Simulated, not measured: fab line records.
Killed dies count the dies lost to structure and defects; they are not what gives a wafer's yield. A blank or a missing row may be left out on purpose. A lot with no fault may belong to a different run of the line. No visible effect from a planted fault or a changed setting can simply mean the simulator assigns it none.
fab line records :: flow n5Finfet
record:
  lots: 11
  wafers: 33
  lastDay: 17
route steps=1938 shown BEOL_M10@1529 BEOL_M11@1550 PASSIVATION@1936
lots that met no fault: from a run of the same line without faults
startH: the number of hours between the record's first day and the start of the first shown wafer of the lot :: waitH: time in hours since the lot's previous step :: " repeats the value in the row above :: L1.1+2: several wafers, shown together as one row :: - either no value or no given start :: * or withheld: withheld :: < > ~ a bound
route shown NAME@n: a module of which the file shows steps, and the number in the route of the first :: usual: the fault-free wafers' mean and standard deviation :: same: alike in all rows :: chamber/n: place in a boat :: sites: the reading at each site :: _std_site: the standard deviation of these :: _edge_site: outer sites' mean less inner sites' :: radiusMm: for every site, how far away it sits from the centre of the wafer :: mask NAME#n: copy n :: behind: the last tool/chamber to shape the wafer :: hold: why the lot went on hold/how many hours it stayed there/how the hold came to an end :: device: which transistor (n, p or np) failed to switch :: end of line: the route-end tests of the same wafers :: step lacking rows: just its recipe :: killed: at the first sort, the dies lost to defects and structure; wafer yield is something else :: map: a wafer's dies, x killed, . not, _ none there
set.NAME: the setting the step ran with; set.NAME@STEP: the setting that earlier step ran with :: model.NAME: the simulator's own value behind a step, which no gauge read
a sample of lots followed through the steps of the route, with each step as a table and each wafer as a row
services: a tool's chamber out of use, with start hour (startH, from the record's first day; less than 0 if before it), hours out, and reason
== steps ==
step: N5_BEOL_M10_ANNEAL_51
recipe:
  tempC: 225
  timeS: 90
  ambient: N2
usual:
  wafer_temp_C_max: 226.4/0.78
lot.wafer: L371.1
tool: rtpAnneal-02
chamber: 0
startH: 221.31
waitH: 0.1
wafer_temp_C_max: 227.1

lot.wafer: L371.4
tool: rtpAnneal-02
chamber: 0
startH: 221.31
waitH: 0.1
wafer_temp_C_max: 227.0

lot.wafer: L371.5
tool: rtpAnneal-02
chamber: 0
startH: 221.31
waitH: 0.1
wafer_temp_C_max: 227.9

lot.wafer: L373.3
tool: rtpAnneal-02
chamber: 0
startH: 240.12
waitH: 0.1
wafer_temp_C_max: 226.5

lot.wafer: L373.4
tool: rtpAnneal-02
chamber: 0
startH: 240.12
waitH: 0.1
wafer_temp_C_max: 227.0

lot.wafer: L373.6
tool: rtpAnneal-02
chamber: 0
startH: 240.12
waitH: 0.1
wafer_temp_C_max: 226.3

lot.wafer: L376.1
tool: rtpAnneal-02
chamber: 0
startH: 259.90
waitH: 0.1
wafer_temp_C_max: 226.6

lot.wafer: L376.4
tool: rtpAnneal-02
chamber: 0
startH: 259.90
waitH: 0.1
wafer_temp_C_max: 227.2

lot.wafer: L376.6
tool: rtpAnneal-02
chamber: 0
startH: 259.90
waitH: 0.1
wafer_temp_C_max: 226.7

lot.wafer: L377.4
tool: rtpAnneal-02
chamber: 0
startH: 273.14
waitH: 0.2
wafer_temp_C_max: 227.5

lot.wafer: L377.5
tool: rtpAnneal-02
chamber: 0
startH: 273.14
waitH: 0.2
wafer_temp_C_max: 227.0

lot.wafer: L377.6
tool: rtpAnneal-02
chamber: 0
startH: 273.14
waitH: 0.2
wafer_temp_C_max: 226.9

lot.wafer: L378.2
tool: rtpAnneal-02
chamber: 0
startH: 274.90
waitH: 0.1
wafer_temp_C_max: 227.0

lot.wafer: L378.3
tool: rtpAnneal-02
chamber: 0
startH: 274.90
waitH: 0.1
wafer_temp_C_max: 227.1

lot.wafer: L378.6
tool: rtpAnneal-02
chamber: 0
startH: 274.90
waitH: 0.1
wafer_temp_C_max: 226.7

lot.wafer: L379.1
tool: rtpAnneal-01
chamber: 0
startH: 279.62
waitH: 0.1
wafer_temp_C_max: 225.7

lot.wafer: L379.2
tool: rtpAnneal-01
chamber: 0
startH: 279.62
waitH: 0.1
wafer_temp_C_max: 225.4

lot.wafer: L379.4
tool: rtpAnneal-01
chamber: 0
startH: 279.62
waitH: 0.1
wafer_temp_C_max: 225.9

lot.wafer: L383.2
tool: rtpAnneal-01
chamber: 0
startH: 295.07
waitH: 0.1
wafer_temp_C_max: 226.1

lot.wafer: L383.3
tool: rtpAnneal-01
chamber: 0
startH: 295.07
waitH: 0.1
wafer_temp_C_max: 225.6

lot.wafer: L383.6
tool: rtpAnneal-01
chamber: 0
startH: 295.07
waitH: 0.1
wafer_temp_C_max: 225.6

lot.wafer: L385.3
tool: rtpAnneal-02
chamber: 0
startH: 307.03
waitH: 0.1
wafer_temp_C_max: 227.5

lot.wafer: L385.5
tool: rtpAnneal-02
chamber: 0
startH: 307.03
waitH: 0.1
wafer_temp_C_max: 227.0

lot.wafer: L385.6
tool: rtpAnneal-02
chamber: 0
startH: 307.03
waitH: 0.1
wafer_temp_C_max: 227.3

lot.wafer: L387.2
tool: rtpAnneal-02
chamber: 0
startH: 317.21
waitH: 0.3
wafer_temp_C_max: 227.4

lot.wafer: L387.5
tool: rtpAnneal-02
chamber: 0
startH: 317.21
waitH: 0.3
wafer_temp_C_max: 227.5

lot.wafer: L387.6
tool: rtpAnneal-02
chamber: 0
startH: 317.21
waitH: 0.3
wafer_temp_C_max: 226.5

lot.wafer: L392.2
tool: rtpAnneal-02
chamber: 0
startH: 351.89
waitH: 0.6
wafer_temp_C_max: 227.0

lot.wafer: L392.4
tool: rtpAnneal-02
chamber: 0
startH: 351.89
waitH: 0.6
wafer_temp_C_max: 227.5

lot.wafer: L392.5
tool: rtpAnneal-02
chamber: 0
startH: 351.89
waitH: 0.6
wafer_temp_C_max: 226.8

lot.wafer: L391.1
tool: rtpAnneal-01
chamber: 0
startH: 353.21
waitH: 0.4
wafer_temp_C_max: 225.4

lot.wafer: L391.2
tool: rtpAnneal-01
chamber: 0
startH: 353.21
waitH: 0.4
wafer_temp_C_max: 225.9

lot.wafer: L391.4
tool: rtpAnneal-01
chamber: 0
startH: 353.21
waitH: 0.4
wafer_temp_C_max: 225.7
step: N5_BEOL_M10_RS_MEAS_57
recipe:
  thkMeasGauge: four-point-probe
  reads: Cu_of_BEOL_M10_ECD_50+Co_of_BEOL_M10_CVD_75+TaN_of_BEOL_M10_ALD_74
usual:
  M10_RS: 0.1502/0.0028
lot.wafer: L371.1
tool: filmMetro-02
chamber: -
startH: 222.07
waitH: 0.1
M10_RS[ohm/sq]: 0.1466

lot.wafer: L371.4
tool: filmMetro-02
chamber: -
startH: 222.07
waitH: 0.1
M10_RS[ohm/sq]: 0.1542

lot.wafer: L371.5
tool: filmMetro-02
chamber: -
startH: 222.07
waitH: 0.1
M10_RS[ohm/sq]: 0.1472

lot.wafer: L373.3
tool: filmMetro-01
chamber: -
startH: 240.76
waitH: 0.1
M10_RS[ohm/sq]: 0.1493

lot.wafer: L373.4
tool: filmMetro-01
chamber: -
startH: 240.76
waitH: 0.1
M10_RS[ohm/sq]: 0.1540

lot.wafer: L373.6
tool: filmMetro-01
chamber: -
startH: 240.76
waitH: 0.1
M10_RS[ohm/sq]: 0.1511

lot.wafer: L376.1
tool: filmMetro-02
chamber: -
startH: 260.63
waitH: 0.1
M10_RS[ohm/sq]: 0.1530

lot.wafer: L376.4
tool: filmMetro-02
chamber: -
startH: 260.63
waitH: 0.1
M10_RS[ohm/sq]: 0.1538

lot.wafer: L376.6
tool: filmMetro-02
chamber: -
startH: 260.63
waitH: 0.1
M10_RS[ohm/sq]: 0.1506

lot.wafer: L377.4
tool: filmMetro-01
chamber: -
startH: 273.73
waitH: 0.0
M10_RS[ohm/sq]: 0.1527

lot.wafer: L377.5
tool: filmMetro-01
chamber: -
startH: 273.73
waitH: 0.0
M10_RS[ohm/sq]: 0.1470

lot.wafer: L377.6
tool: filmMetro-01
chamber: -
startH: 273.73
waitH: 0.0
M10_RS[ohm/sq]: 0.1531

lot.wafer: L378.2
tool: filmMetro-01
chamber: -
startH: 275.58
waitH: 0.1
M10_RS[ohm/sq]: 0.1481

lot.wafer: L378.3
tool: filmMetro-01
chamber: -
startH: 275.58
waitH: 0.1
M10_RS[ohm/sq]: 0.1477

lot.wafer: L378.6
tool: filmMetro-01
chamber: -
startH: 275.58
waitH: 0.1
M10_RS[ohm/sq]: 0.1464

lot.wafer: L379.1
tool: filmMetro-01
chamber: -
startH: 280.34
waitH: 0.1
M10_RS[ohm/sq]: 0.1490

lot.wafer: L379.2
tool: filmMetro-01
chamber: -
startH: 280.34
waitH: 0.1
M10_RS[ohm/sq]: 0.1509

lot.wafer: L379.4
tool: filmMetro-01
chamber: -
startH: 280.34
waitH: 0.1
M10_RS[ohm/sq]: 0.1507

lot.wafer: L383.2
tool: filmMetro-01
chamber: -
startH: 295.75
waitH: 0.1
M10_RS[ohm/sq]: 0.1451

lot.wafer: L383.3
tool: filmMetro-01
chamber: -
startH: 295.75
waitH: 0.1
M10_RS[ohm/sq]: 0.1535

lot.wafer: L383.6
tool: filmMetro-01
chamber: -
startH: 295.75
waitH: 0.1
M10_RS[ohm/sq]: 0.1530

lot.wafer: L385.3
tool: filmMetro-02
chamber: -
startH: 307.67
waitH: 0.1
M10_RS[ohm/sq]: 0.1467

lot.wafer: L385.5
tool: filmMetro-02
chamber: -
startH: 307.67
waitH: 0.1
M10_RS[ohm/sq]: 0.1535

lot.wafer: L385.6
tool: filmMetro-02
chamber: -
startH: 307.67
waitH: 0.1
M10_RS[ohm/sq]: 0.1481

lot.wafer: L387.2
tool: filmMetro-01
chamber: -
startH: 317.89
waitH: 0.1
M10_RS[ohm/sq]: 0.1526

lot.wafer: L387.5
tool: filmMetro-01
chamber: -
startH: 317.89
waitH: 0.1
M10_RS[ohm/sq]: 0.1500

lot.wafer: L387.6
tool: filmMetro-01
chamber: -
startH: 317.89
waitH: 0.1
M10_RS[ohm/sq]: 0.1521

lot.wafer: L392.2
tool: filmMetro-01
chamber: -
startH: 352.81
waitH: 0.1
M10_RS[ohm/sq]: 0.1550

lot.wafer: L392.4
tool: filmMetro-01
chamber: -
startH: 352.81
waitH: 0.1
M10_RS[ohm/sq]: 0.1501

lot.wafer: L392.5
tool: filmMetro-01
chamber: -
startH: 352.81
waitH: 0.1
M10_RS[ohm/sq]: 0.1536

lot.wafer: L391.1
tool: filmMetro-02
chamber: -
startH: 353.95
waitH: 0.1
M10_RS[ohm/sq]: 0.1477

lot.wafer: L391.2
tool: filmMetro-02
chamber: -
startH: 353.95
waitH: 0.1
M10_RS[ohm/sq]: 0.1472

lot.wafer: L391.4
tool: filmMetro-02
chamber: -
startH: 353.95
waitH: 0.1
M10_RS[ohm/sq]: 0.1520
step: N5_BEOL_M11_OVL_MEAS_12
recipe:
  pointsPerWafer: 44
usual:
  M11_OVL: 0.6/0.94
lot.wafer: L371.1
tool: overlay-02
chamber: 0
startH: 223.22
waitH: 0.0
M11_OVL[nm]: 0.0

lot.wafer: L371.4
tool: overlay-02
chamber: 0
startH: 223.22
waitH: 0.0
M11_OVL[nm]: 1.2

lot.wafer: L371.5
tool: overlay-02
chamber: 0
startH: 223.22
waitH: 0.0
M11_OVL[nm]: 0.7

lot.wafer: L373.3
tool: overlay-02
chamber: 0
startH: 242.73
waitH: 0.0
M11_OVL[nm]: 0.3

lot.wafer: L373.4
tool: overlay-02
chamber: 0
startH: 242.73
waitH: 0.0
M11_OVL[nm]: -0.3

lot.wafer: L373.6
tool: overlay-02
chamber: 0
startH: 242.73
waitH: 0.0
M11_OVL[nm]: -0.6

lot.wafer: L376.1
tool: overlay-01
chamber: 0
startH: 263.67
waitH: 0.0
M11_OVL[nm]: -0.6

lot.wafer: L376.4
tool: overlay-01
chamber: 0
startH: 263.67
waitH: 0.0
M11_OVL[nm]: -0.2

lot.wafer: L376.6
tool: overlay-01
chamber: 0
startH: 263.67
waitH: 0.0
M11_OVL[nm]: 0.3

lot.wafer: L377.4
tool: overlay-01
chamber: 0
startH: 275.64
waitH: 0.0
M11_OVL[nm]: 1.6

lot.wafer: L377.5
tool: overlay-01
chamber: 0
startH: 275.64
waitH: 0.0
M11_OVL[nm]: 3.0

lot.wafer: L377.6
tool: overlay-01
chamber: 0
startH: 275.64
waitH: 0.0
M11_OVL[nm]: 1.8

lot.wafer: L378.2
tool: overlay-01
chamber: 0
startH: 278.38
waitH: 0.0
M11_OVL[nm]: -0.7

lot.wafer: L378.3
tool: overlay-01
chamber: 0
startH: 278.38
waitH: 0.0
M11_OVL[nm]: 0.1

lot.wafer: L378.6
tool: overlay-01
chamber: 0
startH: 278.38
waitH: 0.0
M11_OVL[nm]: -0.2

lot.wafer: L379.1
tool: overlay-01
chamber: 0
startH: 281.84
waitH: 0.0
M11_OVL[nm]: 1.5

lot.wafer: L379.2
tool: overlay-01
chamber: 0
startH: 281.84
waitH: 0.0
M11_OVL[nm]: 1.4

lot.wafer: L379.4
tool: overlay-01
chamber: 0
startH: 281.84
waitH: 0.0
M11_OVL[nm]: 2.4

lot.wafer: L383.2
tool: overlay-01
chamber: 0
startH: 297.04
waitH: 0.0
M11_OVL[nm]: 0.7

lot.wafer: L383.3
tool: overlay-01
chamber: 0
startH: 297.04
waitH: 0.0
M11_OVL[nm]: 0.4

lot.wafer: L383.6
tool: overlay-01
chamber: 0
startH: 297.04
waitH: 0.0
M11_OVL[nm]: 0.3

lot.wafer: L385.3
tool: overlay-01
chamber: 0
startH: 312.34
waitH: 0.0
M11_OVL[nm]: -0.1

lot.wafer: L385.5
tool: overlay-01
chamber: 0
startH: 312.34
waitH: 0.0
M11_OVL[nm]: 0.5

lot.wafer: L385.6
tool: overlay-01
chamber: 0
startH: 312.34
waitH: 0.0
M11_OVL[nm]: 0.5

lot.wafer: L387.2
tool: overlay-01
chamber: 0
startH: 319.43
waitH: 0.0
M11_OVL[nm]: 0.2

lot.wafer: L387.5
tool: overlay-01
chamber: 0
startH: 319.43
waitH: 0.0
M11_OVL[nm]: -0.7

lot.wafer: L387.6
tool: overlay-01
chamber: 0
startH: 319.43
waitH: 0.0
M11_OVL[nm]: 0.8

lot.wafer: L392.2
tool: overlay-02
chamber: 0
startH: 354.68
waitH: 0.0
M11_OVL[nm]: 0.1

lot.wafer: L392.4
tool: overlay-02
chamber: 0
startH: 354.68
waitH: 0.0
M11_OVL[nm]: -0.1

lot.wafer: L392.5
tool: overlay-02
chamber: 0
startH: 354.68
waitH: 0.0
M11_OVL[nm]: 0.2

lot.wafer: L391.1
tool: overlay-01
chamber: 0
startH: 356.16
waitH: 0.0
M11_OVL[nm]: 3.2

lot.wafer: L391.2
tool: overlay-01
chamber: 0
startH: 356.16
waitH: 0.0
M11_OVL[nm]: 1.6

lot.wafer: L391.4
tool: overlay-01
chamber: 0
startH: 356.16
waitH: 0.0
M11_OVL[nm]: 1.0
step: N5_BEOL_M11_ETCH_66
recipe:
  chemistry: N2/H2
  target: SOC
  targetDepthA: 1200
  overetchA: 240
  maskMaterial: SiARC
  tempC: 40
  timeS: 180
  ionEnergyEv: 200
  pressureMtorr: 30
  sourceW: 840
  biasW: 150
  n2FlowSccm: 200
  h2FlowSccm: 200
usual:
  biasW: 150.0/0.45
  drypumpMotorCurrentA: 5.7/0.41
  oesProductAu: 0.64/0.058
  rfVppV: 523.8/1.7
  runLengthS: 203.4/0.51
  showerheadPlenumPTorr: 2.54/0.057
  throttleValvePct: 17.76/0.29
lot.wafer: L371.1
tool: rieDiel-03
chamber: 2
startH: 225.04
waitH: 0.0
biasW: 150.3
drypumpMotorCurrentA: 5.4
oesProductAu: 0.60
rfHoursCounterH: 158
rfVppV: 521.8
runLengthS: 204.1
showerheadPlenumPTorr: 2.54
throttleValvePct: 17.90

lot.wafer: L371.4
tool: rieDiel-03
chamber: 0
startH: 225.04
waitH: 0.0
biasW: 150.7
drypumpMotorCurrentA: 6.2
oesProductAu: 0.63
rfHoursCounterH: 136
rfVppV: 521.4
runLengthS: 203.8
showerheadPlenumPTorr: 2.45
throttleValvePct: 17.53

lot.wafer: L371.5
tool: rieDiel-03
chamber: 0
startH: 225.04
waitH: 0.0
biasW: 150.8
drypumpMotorCurrentA: 6.2
oesProductAu: 0.64
rfHoursCounterH: -
rfVppV: 520.9
runLengthS: 203.2
showerheadPlenumPTorr: 2.45
throttleValvePct: 17.52

lot.wafer: L373.3
tool: rieDiel-05
chamber: 1
startH: 246.73
waitH: 0.0
biasW: 149.7
drypumpMotorCurrentA: 6.2
oesProductAu: 0.64
rfHoursCounterH: 116
rfVppV: 525.1
runLengthS: 204.1
showerheadPlenumPTorr: 2.55
throttleValvePct: 18.14

lot.wafer: L373.4
tool: rieDiel-05
chamber: 0
startH: 246.73
waitH: 0.0
biasW: 150.6
drypumpMotorCurrentA: 5.7
oesProductAu: 0.56
rfHoursCounterH: 247
rfVppV: 523.3
runLengthS: 203.3
showerheadPlenumPTorr: 2.50
throttleValvePct: 18.15

lot.wafer: L373.6
tool: rieDiel-05
chamber: 2
startH: 246.73
waitH: 0.0
biasW: 149.5
drypumpMotorCurrentA: 5.0
oesProductAu: 0.69
rfHoursCounterH: -
rfVppV: 526.4
runLengthS: 203.5
showerheadPlenumPTorr: 2.58
throttleValvePct: 17.15

lot.wafer: L376.1
tool: rieDiel-01
chamber: 2
startH: 265.25
waitH: 0.0
biasW: 149.6
drypumpMotorCurrentA: 5.7
oesProductAu: 0.65
rfHoursCounterH: 82
rfVppV: 521.5
runLengthS: 202.4
showerheadPlenumPTorr: 2.46
throttleValvePct: 17.42

lot.wafer: L376.4
tool: rieDiel-01
chamber: 3
startH: 265.25
waitH: 0.0
biasW: 149.9
drypumpMotorCurrentA: 5.1
oesProductAu: 0.76
rfHoursCounterH: 23
rfVppV: 524.9
runLengthS: 203.8
showerheadPlenumPTorr: 2.60
throttleValvePct: 17.52

lot.wafer: L376.6
tool: rieDiel-01
chamber: 2
startH: 265.25
waitH: 0.0
biasW: 149.0
drypumpMotorCurrentA: 5.7
oesProductAu: 0.65
rfHoursCounterH: -
rfVppV: 521.8
runLengthS: 202.4
showerheadPlenumPTorr: 2.46
throttleValvePct: 17.45

lot.wafer: L377.4
tool: rieDiel-03
chamber: 1
startH: 277.90
waitH: 0.1
biasW: 150.4
drypumpMotorCurrentA: 6.2
oesProductAu: 0.59
rfHoursCounterH: -
rfVppV: 525.7
runLengthS: 202.7
showerheadPlenumPTorr: 2.64
throttleValvePct: 17.91

lot.wafer: L377.5
tool: rieDiel-03
chamber: 0
startH: 277.90
waitH: 0.1
biasW: 150.2
drypumpMotorCurrentA: 6.2
oesProductAu: 0.62
rfHoursCounterH: -
rfVppV: 520.9
runLengthS: 203.0
showerheadPlenumPTorr: 2.44
throttleValvePct: 17.57

lot.wafer: L377.6
tool: rieDiel-03
chamber: 3
startH: 277.90
waitH: 0.1
biasW: 149.9
drypumpMotorCurrentA: 6.2
oesProductAu: 0.69
rfHoursCounterH: -
rfVppV: 524.3
runLengthS: 204.1
showerheadPlenumPTorr: 2.58
throttleValvePct: 17.65

lot.wafer: L378.2
tool: rieDiel-03
chamber: 3
startH: 280.99
waitH: 0.0
biasW: 150.0
drypumpMotorCurrentA: 6.2
oesProductAu: 0.69
rfHoursCounterH: 71
rfVppV: 524.3
runLengthS: 204.1
showerheadPlenumPTorr: 2.58
throttleValvePct: 17.67

lot.wafer: L378.3
tool: rieDiel-03
chamber: 1
startH: 280.99
waitH: 0.0
biasW: 149.5
drypumpMotorCurrentA: 6.2
oesProductAu: 0.59
rfHoursCounterH: 188
rfVppV: 527.4
runLengthS: 202.6
showerheadPlenumPTorr: 2.64
throttleValvePct: 17.92

lot.wafer: L378.6
tool: rieDiel-03
chamber: 0
startH: 280.99
waitH: 0.0
biasW: 150.1
drypumpMotorCurrentA: 6.1
oesProductAu: 0.62
rfHoursCounterH: -
rfVppV: 521.0
runLengthS: 203.5
showerheadPlenumPTorr: 2.44
throttleValvePct: 17.56

lot.wafer: L379.1
tool: rieDiel-01
chamber: 3
startH: 285.28
waitH: 0.0
biasW: 150.7
drypumpMotorCurrentA: 5.1
oesProductAu: 0.72
rfHoursCounterH: 32
rfVppV: 524.8
runLengthS: 203.4
showerheadPlenumPTorr: 2.60
throttleValvePct: 17.55

lot.wafer: L379.2
tool: rieDiel-01
chamber: 1
startH: 285.28
waitH: 0.0
biasW: 150.3
drypumpMotorCurrentA: 5.7
oesProductAu: 0.65
rfHoursCounterH: 109
rfVppV: 524.1
runLengthS: 202.8
showerheadPlenumPTorr: 2.56
throttleValvePct: 17.76

lot.wafer: L379.4
tool: rieDiel-01
chamber: 2
startH: 285.28
waitH: 0.0
biasW: 150.6
drypumpMotorCurrentA: 5.7
oesProductAu: 0.64
rfHoursCounterH: 91
rfVppV: 521.7
runLengthS: 202.4
showerheadPlenumPTorr: 2.46
throttleValvePct: 17.45

lot.wafer: L383.2
tool: rieDiel-05
chamber: 3
startH: 300.40
waitH: 0.0
biasW: 150.4
drypumpMotorCurrentA: 5.4
oesProductAu: 0.58
rfHoursCounterH: 196
rfVppV: 524.1
runLengthS: 203.0
showerheadPlenumPTorr: 2.51
throttleValvePct: 18.23

lot.wafer: L383.3
tool: rieDiel-05
chamber: 2
startH: 300.40
waitH: 0.0
biasW: 149.1
drypumpMotorCurrentA: 5.0
oesProductAu: 0.68
rfHoursCounterH: 49
rfVppV: 525.6
runLengthS: 203.8
showerheadPlenumPTorr: 2.58
throttleValvePct: 17.16

lot.wafer: L383.6
tool: rieDiel-05
chamber: 3
startH: 300.40
waitH: 0.0
biasW: 150.7
drypumpMotorCurrentA: 5.4
oesProductAu: 0.59
rfHoursCounterH: -
rfVppV: 522.8
runLengthS: 203.8
showerheadPlenumPTorr: 2.51
throttleValvePct: 18.21

lot.wafer: L385.3
tool: rieDiel-03
chamber: 0
startH: 315.73
waitH: 0.0
biasW: 150.6
drypumpMotorCurrentA: 6.2
oesProductAu: 0.60
rfHoursCounterH: 172
rfVppV: 521.4
runLengthS: 203.8
showerheadPlenumPTorr: 2.43
throttleValvePct: 17.59

lot.wafer: L385.5
tool: rieDiel-03
chamber: 3
startH: 315.73
waitH: 0.0
biasW: 149.2
drypumpMotorCurrentA: 6.2
oesProductAu: 0.54
rfHoursCounterH: -
rfVppV: 525.9
runLengthS: 317.3
showerheadPlenumPTorr: 2.58
throttleValvePct: 17.68

lot.wafer: L385.6
tool: rieDiel-03
chamber: 0
startH: 315.73
waitH: 0.0
biasW: 150.7
drypumpMotorCurrentA: 6.2
oesProductAu: 0.62
rfHoursCounterH: -
rfVppV: 521.6
runLengthS: 203.6
showerheadPlenumPTorr: 2.43
throttleValvePct: 17.58

lot.wafer: L387.2
tool: rieDiel-05
chamber: 3
startH: 321.28
waitH: 0.0
biasW: 150.0
drypumpMotorCurrentA: 5.4
oesProductAu: 0.58
rfHoursCounterH: 202
rfVppV: 523.4
runLengthS: 203.3
showerheadPlenumPTorr: 2.51
throttleValvePct: 18.24

lot.wafer: L387.5
tool: rieDiel-05
chamber: 2
startH: 321.28
waitH: 0.0
biasW: 150.3
drypumpMotorCurrentA: 5.0
oesProductAu: 0.68
rfHoursCounterH: -
rfVppV: 525.3
runLengthS: 204.0
showerheadPlenumPTorr: 2.58
throttleValvePct: 17.15

lot.wafer: L387.6
tool: rieDiel-05
chamber: 1
startH: 321.28
waitH: 0.0
biasW: 150.1
drypumpMotorCurrentA: 6.2
oesProductAu: 0.63
rfHoursCounterH: -
rfVppV: 524.0
runLengthS: 203.9
showerheadPlenumPTorr: 2.54
throttleValvePct: 18.15

lot.wafer: L392.2
tool: rieDiel-01
chamber: 2
startH: 357.59
waitH: 0.0
biasW: 149.9
drypumpMotorCurrentA: 5.7
oesProductAu: 0.63
rfHoursCounterH: 117
rfVppV: 521.7
runLengthS: 202.3
showerheadPlenumPTorr: 2.44
throttleValvePct: 17.51

lot.wafer: L392.4
tool: rieDiel-01
chamber: 3
startH: 357.59
waitH: 0.0
biasW: 149.8
drypumpMotorCurrentA: 5.2
oesProductAu: 0.69
rfHoursCounterH: 58
rfVppV: 524.5
runLengthS: 203.8
showerheadPlenumPTorr: 2.59
throttleValvePct: 17.59

lot.wafer: L392.5
tool: rieDiel-01
chamber: 0
startH: 357.59
waitH: 0.0
biasW: 150.8
drypumpMotorCurrentA: 5.6
oesProductAu: 0.58
rfHoursCounterH: -
rfVppV: 523.4
runLengthS: 203.5
showerheadPlenumPTorr: 2.53
throttleValvePct: 17.96

lot.wafer: L391.1
tool: rieDiel-05
chamber: 2
startH: 358.02
waitH: 0.0
biasW: 150.4
drypumpMotorCurrentA: 5.0
oesProductAu: 0.67
rfHoursCounterH: 67
rfVppV: 524.8
runLengthS: 203.5
showerheadPlenumPTorr: 2.57
throttleValvePct: 17.20

lot.wafer: L391.2
tool: rieDiel-05
chamber: 0
startH: 358.02
waitH: 0.0
biasW: 150.3
drypumpMotorCurrentA: 5.7
oesProductAu: 0.75
rfHoursCounterH: 18
rfVppV: 521.4
runLengthS: 203.4
showerheadPlenumPTorr: 2.49
throttleValvePct: 17.72

lot.wafer: L391.4
tool: rieDiel-05
chamber: 2
startH: 358.02
waitH: 0.0
biasW: 150.7
drypumpMotorCurrentA: 5.0
oesProductAu: 0.67
rfHoursCounterH: -
rfVppV: 525.4
runLengthS: 204.0
showerheadPlenumPTorr: 2.57
throttleValvePct: 17.19
step: N5_PASSIVATION_PROBE_49
usual:
  defectLimitedYield: 91.3/1.3
  killed_at_M0_to_M3: 33/8.9
  killed_at_M4_up: 15/5.4
  killedAtContacts: 13/5.8
  killedAtFrontEnd: 39/9.9
  killedAtOther: 3.2/2.9
  killedDies: 102/15
  killedOpen: 68/12
  killedShort: 34/7.6
  sort_bin_4_leakage: 0.00/0.007
  sort_bin_5_function: 5.1/0.89
  sort_bin_6_memory: 3.2/0.63
  sortNPass: 1078/15
  sortYieldPct: 91.3/1.3
same:
  grossDies: 1180
  killedAtBackSide: 0
  sort_bin_8_speed[%]: 0
lot.wafer: L376.1
tool: prober-02
chamber: -
startH: 306.13
waitH: 0.0
defectLimitedYield[%]: 92.7
killed_at_M0_to_M3: 34
killed_at_M4_up: 11
killedAtContacts: 6
killedAtFrontEnd: 32
killedAtOther: 3
killedDies: 86
killedOpen: 49
killedShort: 37
sort_bin_4_leakage[%]: 0
sort_bin_5_function[%]: 4.0
sort_bin_6_memory[%]: 2.9
sortNPass: 1094
sortYieldPct[%]: 92.7

lot.wafer: L376.4
tool: prober-02
chamber: -
startH: 306.28
waitH: 0.2
defectLimitedYield[%]: 92.3
killed_at_M0_to_M3: 22
killed_at_M4_up: 16
killedAtContacts: 9
killedAtFrontEnd: 39
killedAtOther: 5
killedDies: 91
killedOpen: 61
killedShort: 29
sort_bin_4_leakage[%]: 0
sort_bin_5_function[%]: 4.4
sort_bin_6_memory[%]: 3.1
sortNPass: 1089
sortYieldPct[%]: 92.3

lot.wafer: L376.6
tool: prober-02
chamber: -
startH: 306.38
waitH: 0.3
defectLimitedYield[%]: 92.3
killed_at_M0_to_M3: 17
killed_at_M4_up: 17
killedAtContacts: 19
killedAtFrontEnd: 37
killedAtOther: 1
killedDies: 91
killedOpen: 65
killedShort: 24
sort_bin_4_leakage[%]: 0
sort_bin_5_function[%]: 4.3
sort_bin_6_memory[%]: 3.3
sortNPass: 1089
sortYieldPct[%]: 92.3
killed by level:class
L376.1 BEOL_M3:geometricParticle:open=8 FIN_SAQP:geometricParticle:short=6 STI_FIN_REVEAL:geometricParticle:open=6 BEOL_M0_SAQP:geometricParticle:open=6 BEOL_M1:geometricParticle:short=5 STARTING-WAFER:geometricParticle:short=5 GATE_CUT:geometricParticle:short=4 BEOL_M1:geometricParticle:open=4
L376.4 STI_FIN_REVEAL:geometricParticle:open=15 BEOL_M4:geometricParticle:open=9 FIN_SAQP:geometricParticle:short=8 MOL_CONTACT_COAG:geometricParticle:open=6 DUMMY_GATE:geometricParticle:open=4 BEOL_M1:geometricParticle:open=4 BEOL_M2:geometricParticle:open=4 MOL_CONTACT_COAG:geometricParticle:short=3
L376.6 MOL_CONTACT_COAG:geometricParticle:open=16 STI_FIN_REVEAL:geometricParticle:open=9 BEOL_M4:geometricParticle:open=7 FIN_SAQP:geometricParticle:open=6 BEOL_M3:geometricParticle:open=5 BEOL_M8:geometricParticle:open=4 FIN_SAQP:geometricParticle:short=3 STI_FIN_REVEAL:geometricParticle:short=3
== services ==
tool: rieDiel-01
chamber: -
startH: 232.90
hours: 2.8
kind: pm

tool: rieDiel-03
chamber: 2
startH: 248.66
hours: 32.5
kind: repair

tool: rieDiel-05
chamber: -
startH: 255.94
hours: 4.4
kind: repair

tool: rieDiel-03
chamber: 3
startH: 261.12
hours: 1.6
kind: repair

tool: rieDiel-05
chamber: 0
startH: 261.54
hours: -
kind: clean

tool: rieDiel-05
chamber: 0
startH: 261.54
hours: -
kind: consumableReplace:focusRing

tool: rieDiel-05
chamber: -
startH: 265.35
hours: 34.4
kind: repair

tool: rieDiel-03
chamber: 1
startH: 349.49
hours: 7.0
kind: repair

tool: rieDiel-05
chamber: 3
startH: 353.07
hours: 7.0
kind: repair
== key ==
firstSign:
  step: N5_BEOL_M11_ETCH_66
  reading: runLengthS
  direction: up
  sigmas: 99+
  usual: *
  struck: *
effect none on later readings
metAt N5_BEOL_M11_ETCH_66
struckLots L385
struckWafers L385.5
notActingAt N5_BEOL_M10_ANNEAL_51,N5_BEOL_M10_RS_MEAS_57,N5_BEOL_M11_OVL_MEAS_12
onsetBetween 280.99 315.73
fault:
  kind: processParameterDrift
  tool: rieDiel-03
  chamber: 3
  onsetH: 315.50
  steps: N5_BEOL_M11_ETCH_66
  channel: timeS
  offset: *
  shape: step
  endH: 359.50
  actsIn: *
  stated: *
